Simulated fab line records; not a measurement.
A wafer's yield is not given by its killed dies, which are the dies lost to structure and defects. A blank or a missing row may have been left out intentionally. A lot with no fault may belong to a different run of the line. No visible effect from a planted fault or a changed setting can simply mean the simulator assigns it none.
Matching of chambers + flow nand_harc + 4 sister chambers for NHARC_A_M0_ETCH_34 on rie_diel-02
The step etches the open film in N2/H2, target depth 40 nm, overetch 12 nm, time 43.94 s. 16 wafers are shown with their chamber, then 8 later ones without.

== WAFERS PAIRED WITH THEIR CHAMBERS ==
| wafer  | chamber | drypump_motor_current_A (A) | rf_vpp_V (V) | oes_product_au (a.u.) |
|--------|---------|-----------------------------|--------------|-----------------------|
| L076.1 | 1       | 5.7                         | 429.7        | 0.989                 |
| L076.2 | 0       | 5.5                         | 426.5        | 1.010                 |
| L076.5 | 0       | 5.5                         | 427.9        | 1.005                 |
| L077.1 | 2       | 5.5                         | 428.2        | 0.996                 |
| L077.3 | 0       | 5.4                         | 427.9        | 1.003                 |
| L077.5 | 0       | 5.5                         | 425.7        | 0.992                 |
| L077.2 | 3       | 5.7                         | 430.1        | 1.011                 |
| L077.4 | 1       | 5.7                         | 429.9        | 1.013                 |
| L077.6 | 1       | 5.7                         | 430.2        | 0.996                 |
| L079.1 | 0       | 5.5                         | 426.3        | 1.003                 |
| L079.2 | 2       | 5.4                         | 428.7        | 1.009                 |
| L079.5 | 1       | 5.7                         | 428.4        | 0.994                 |
| L084.3 | 2       | 5.5                         | 428.9        | 1.000                 |
| L084.5 | 2       | 5.5                         | 429.4        | 1.002                 |
| L084.6 | 1       | 5.7                         | 429.0        | 0.990                 |
| L085.3 | 2       | 5.4                         | 428.9        | 1.002                 |

SIGNATURES, as means of the wafers listed above
| reading                 | chamber 0 | chamber 1 | chamber 2 | chamber 3 | scatter within a chamber |
|-------------------------|-----------|-----------|-----------|-----------|--------------------------|
| drypump_motor_current_A | 5.480     | 5.700     | 5.460     | 5.700     | 0.0408                   |
| rf_vpp_V                | 426.860   | 429.440   | 428.820   | 430.100   | 0.755                    |
| oes_product_au          | 1.00260   | 0.99640   | 1.00180   | 1.01100   | 0.0073                   |
Rule: distance of a wafer from a chamber = root of the sum over the readings of ((wafer's reading minus chamber's mean) / reading's scatter) squared. If the next closest chamber is less than 2 further off than the closest, the wafer can't be placed; otherwise it belongs to the closest. How the scatter is found: for the shown wafers, subtract from each reading the mean of its chamber, square and add these, divide the total by (wafers less chambers), then take the root.

== WAFERS WITHOUT THEIR CHAMBER ==
| wafer  | drypump_motor_current_A (A) | rf_vpp_V (V) | oes_product_au (a.u.) |
|--------|-----------------------------|--------------|-----------------------|
| L085.5 | 5.7                         | 429.3        | 1.000                 |
| L085.6 | 5.5                         | 426.5        | 1.011                 |
| L095.1 | 5.5                         | 428.5        | 1.020                 |
| L095.4 | 5.5                         | 427.6        | 1.012                 |
| L095.5 | 5.7                         | 429.4        | 0.998                 |
| L096.1 | 5.5                         | 430.2        | 1.017                 |
| L096.3 | 5.7                         | 429.4        | 1.002                 |
| L096.4 | 5.7                         | 432.1        | 1.007                 |

== WHICH CHAMBER EACH ONE RAN IN ==
| wafer  | from the rows above     | in truth |
|--------|-------------------------|----------|
| L085.5 | can't be placed: 1 or 3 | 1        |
| L085.6 | 0                       | 0        |
| L095.1 | can't be placed: 2 or 0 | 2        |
| L095.4 | can't be placed: 0 or 2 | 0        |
| L095.5 | can't be placed: 1 or 3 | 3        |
| L096.1 | can't be placed: 2 or 0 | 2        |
| L096.3 | can't be placed: 1 or 3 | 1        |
| L096.4 | can't be placed: 3 or 1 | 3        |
Correct placement for 1 of the 8. From these rows, 7 cannot be placed; in 7 the true chamber is one of the candidates. Wrongly placed: 0.
